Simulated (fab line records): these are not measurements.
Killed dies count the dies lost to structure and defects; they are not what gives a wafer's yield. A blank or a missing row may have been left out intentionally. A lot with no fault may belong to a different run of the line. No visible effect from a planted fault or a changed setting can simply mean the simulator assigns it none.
Problem report, 8D (eight disciplines) form, completed by code :: flow n5_finfet :: the parts of the form that need people (team, actions taken, sign-off) are left out

== 1. PROBLEM STATEMENT ==
Mean of etch_rf_on_time_s at N5_FIN_SAQP_ETCH_57: 59.7 s across 9 wafers in 3 lots; on wafers with no fault it is 46.7 s (standard deviation 1.3). That is +10 standard deviations from the usual mean.
The step: etches SiNx in CH3F/O2, target depth 32.5 nm, time 46.4 s.
First seen on wafer L746.4, day 5 11:47, on rie_diel-04. Wafers with a number at this step in the record: 24, from 8 lots. The rule behind "out" and "out of limits": a value lying over 4 standard deviations away from the usual mean. The rest of the wafers with a number are treated as sound.

== 2. WHAT IT IS AND WHAT IT IS NOT ==
question: which readings at this step
is: etch_rf_on_time_s
is not: drypump_motor_current_A, oes_ar_750_au, oes_product_au, rf_vpp_V, showerhead_plenum_p_Torr, throttle_valve_pct

question: which lots
is: L746, L747, L750
is not: L732, L734, L735, L743, L755

question: which wafers of those lots
is: all that have a number
is not: -

question: read on which tools
is: rie_diel-04
is not: rie_diel-02, rie_diel-06

question: when
is: from day 5 11:47
is not: up to then (12 sound wafers); but 3 sound wafers of L755 came after

== 3. SUSPECTS, AND WHAT RULES EACH OUT ==
Counting: a tool at a process step up to the reading stays a suspect if it ran every lot that is out and no sound lot after the first of them.
- rie_diel-04 at N5_FIN_SAQP_ETCH_57 (etches SiNx in CH3F/O2, target depth 32.5 nm, time 46.4 s): kept. It ran every lot that is out, first L746 (day 5 11:47), and no sound lot after that; its last sound lot up to then is L734 (day 2 14:04). Its own readings are out on those wafers: etch_rf_on_time_s.
After counting, what remains is rie_diel-04 at N5_FIN_SAQP_ETCH_57.

== 4. THE CAUSE (what the simulator had put in) ==
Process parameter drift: rie_diel-04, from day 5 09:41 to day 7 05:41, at N5_FIN_SAQP_ETCH_57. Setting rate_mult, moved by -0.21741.
After counting, this tool was the only one left.

== 5. THE CHAIN OF EFFECTS, in route order ==
Rows list readings where the struck wafers' mean (over those with a number) sits beyond 3 standard deviations from the usual. Only readings for which the record gives a usual standard deviation are gone through. hours: the time from each lot's start at the first step in this table that gives one to its start at this step, as a median over the lots. sigmas: the change in usual standard deviations.
hours: 0
step: N5_FIN_SAQP_ETCH_57
reading: etch_rf_on_time_s
usual: 46.7 s
on struck wafers: 59.7
change: +13.0
sigmas: +10
Here are the process steps it includes:
- N5_FIN_SAQP_ETCH_57: etches SiNx in CH3F/O2, target depth 32.5 nm, time 46.4 s.
At these later measuring or inspecting steps, every struck wafer for which the step has a row has a number for every such reading, and none has moved that far: N5_BEOL_M4_RC_MEAS_101.

== 6. WHAT WOULD HAVE CAUGHT IT SOONER ==
2 hours passed between the start of the fault at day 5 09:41 and the first reading out of limits in this record, taken at day 5 11:47.
